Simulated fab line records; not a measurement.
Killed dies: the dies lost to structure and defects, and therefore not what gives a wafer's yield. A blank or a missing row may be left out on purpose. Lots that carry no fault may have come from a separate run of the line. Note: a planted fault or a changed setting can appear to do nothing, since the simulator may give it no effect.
Which of the tools did it? | flow n5Finfet | 41 wafers from 15 lots sampled at 3 of the route's 1938 steps

WHAT THE GAUGES SHOWED, per wafer
N5_PASSIVATION_OVL_MEAS_63.
lot  | measured     | on         | PAD_OVL (nm)
L696 | day 13 01:15 | overlay-02 | 3 2
L700 | day 13 05:41 | overlay-02 | 5 -1
L699 | day 13 11:49 | overlay-01 | -8 0
L702 | day 14 07:50 | overlay-01 | 0 -1 5
L703 | day 14 18:19 | overlay-02 | -5 0 -3
L706 | day 15 04:58 | overlay-02 | 8 8 6
L709 | day 15 09:20 | overlay-01 | -1 -4 -4
L705 | day 15 13:59 | overlay-01 | -7 -1 1
L712 | day 16 23:41 | overlay-01 | -3 6
L713 | day 17 06:23 | overlay-02 | -4 1 -2
L715 | day 17 10:41 | overlay-01 | 0 0 8
L717 | day 17 16:41 | overlay-02 | 5 6 9
L714 | day 17 18:16 | overlay-02 | 4 11 0
L716 | day 18 05:55 | overlay-02 | 5 4 0
L718 | day 18 18:28 | overlay-01 | -5 6 3

N5_PASSIVATION_CD_MEAS_44: target cd 40000 nm.
lot  | measured     | on       | cdNm (nm)
L696 | day 13 03:11 | cdSem-02 | 40005 40004
L700 | day 13 07:31 | cdSem-02 | 40004 40005
L699 | day 13 14:12 | cdSem-01 | 40005 40000
L702 | day 14 09:40 | cdSem-02 | 39996 40004 40002
L703 | day 14 20:02 | cdSem-02 | 40000 40000 39998
L706 | day 15 06:49 | cdSem-02 | - - -
L709 | day 15 11:10 | cdSem-03 | - - -
L705 | day 15 15:43 | cdSem-01 | - - -
L712 | day 17 01:52 | cdSem-02 | 40002 40006
L713 | day 17 09:34 | cdSem-03 | 39995 39999 39996
L715 | day 17 12:47 | cdSem-01 | 39999 40009 40004
L717 | day 17 19:01 | cdSem-01 | 40005 40007 39997
L714 | day 17 20:13 | cdSem-03 | 40001 40007 40006
L716 | day 18 07:52 | cdSem-01 | 40004 40008 40004
L718 | day 18 20:17 | cdSem-03 | 40006 40008 40004

EACH LOT AND THE TOOL THAT RAN IT (in order: tool; ch and the chambers of the sampled wafers; start)
lot  | N5_PASSIVATION_DEVELOP_43
L696 | lithoTrack-03 ch 0, day 13 03:05
L700 | lithoTrack-03 ch 0, day 13 07:23
L699 | lithoTrack-03 ch 0, day 13 14:05
L702 | lithoTrack-04 ch 0, day 14 09:33
L703 | lithoTrack-02 ch 0, day 14 19:56
L706 | lithoTrack-03, day 15 06:41
L709 | lithoTrack-02, day 15 11:04
L705 | lithoTrack-04, day 15 15:36
L712 | lithoTrack-04 ch 0, day 17 01:46
L713 | lithoTrack-02 ch 0, day 17 09:27
L715 | lithoTrack-03 ch 0, day 17 12:40
L717 | lithoTrack-04 ch 0, day 17 18:54
L714 | lithoTrack-03 ch 0, day 17 20:05
L716 | lithoTrack-03 ch 0, day 18 07:44
L718 | lithoTrack-03 ch 0, day 18 20:11
- N5_PASSIVATION_DEVELOP_43: develop time 60 s.

WHAT THE TOOLS THEMSELVES READ (means of the sampled wafers that have a number; where no wafer has one, the mark that the record gives instead)
N5_PASSIVATION_DEVELOP_43.
lot  | tool          | chillPlateTempC (C) | exhaustPa (Pa)
L696 | lithoTrack-03 | 22.91               | 45.2
L700 | lithoTrack-03 | 23.20               | 45.2
L699 | lithoTrack-03 | 22.99               | 45.9
L702 | lithoTrack-04 | 23.13               | 44.2
L703 | lithoTrack-02 | 23.00               | 45.5
L706 | lithoTrack-03 | -                   | -
L709 | lithoTrack-02 | -                   | -
L705 | lithoTrack-04 | -                   | -
L712 | lithoTrack-04 | 22.85               | 44.3
L713 | lithoTrack-02 | 22.87               | 44.4
L715 | lithoTrack-03 | 22.98               | 45.1
L717 | lithoTrack-04 | 23.03               | 44.3
L714 | lithoTrack-03 | 22.93               | 45.3
L716 | lithoTrack-03 | 23.03               | 45.2
L718 | lithoTrack-03 | 23.07               | 45.8

THE ANSWER, worked out from the rows above alone
Rule: what is usual is taken from the lots themselves. The widest of any qualifying gaps counts: lots, ordered by their means at a reading, are off when they make up no more than a third of the lots, leave a main group of 4 or more, and stand apart from it by 3 or more times the standard deviation of that group's means. A main group whose means are all the same, to the digits that the tables above print for the reading, isn't used. A lot without any number at a reading at which 4 lots or more have one is off too. Any other lot the step has rows for is counted as sound. The gauges are gone through in route order, then the tools' own readings, and for those a lot's mean is taken as printed above. At the first step where some lot is off, the reading lying furthest off is the one used; lots without a number count as furthest.
Off at N5_PASSIVATION_CD_MEAS_44 (cdNm): L706, L709, L705. Without a number there: L706, L709, L705. For the main group the mean is 40003 nm and the standard deviation 2.6.
A tool fits if, at a process step before that reading, it ran every lot that is off, and no sound lot after the first of them. The gauges at N5_PASSIVATION_CD_MEAS_44 aren't tried: what is off there is off at N5_PASSIVATION_DEVELOP_43 too, on other tools, and a gauge's error can't cause that. Not one of the candidates tried fits.

WHAT THE SIMULATOR HAD INSERTED
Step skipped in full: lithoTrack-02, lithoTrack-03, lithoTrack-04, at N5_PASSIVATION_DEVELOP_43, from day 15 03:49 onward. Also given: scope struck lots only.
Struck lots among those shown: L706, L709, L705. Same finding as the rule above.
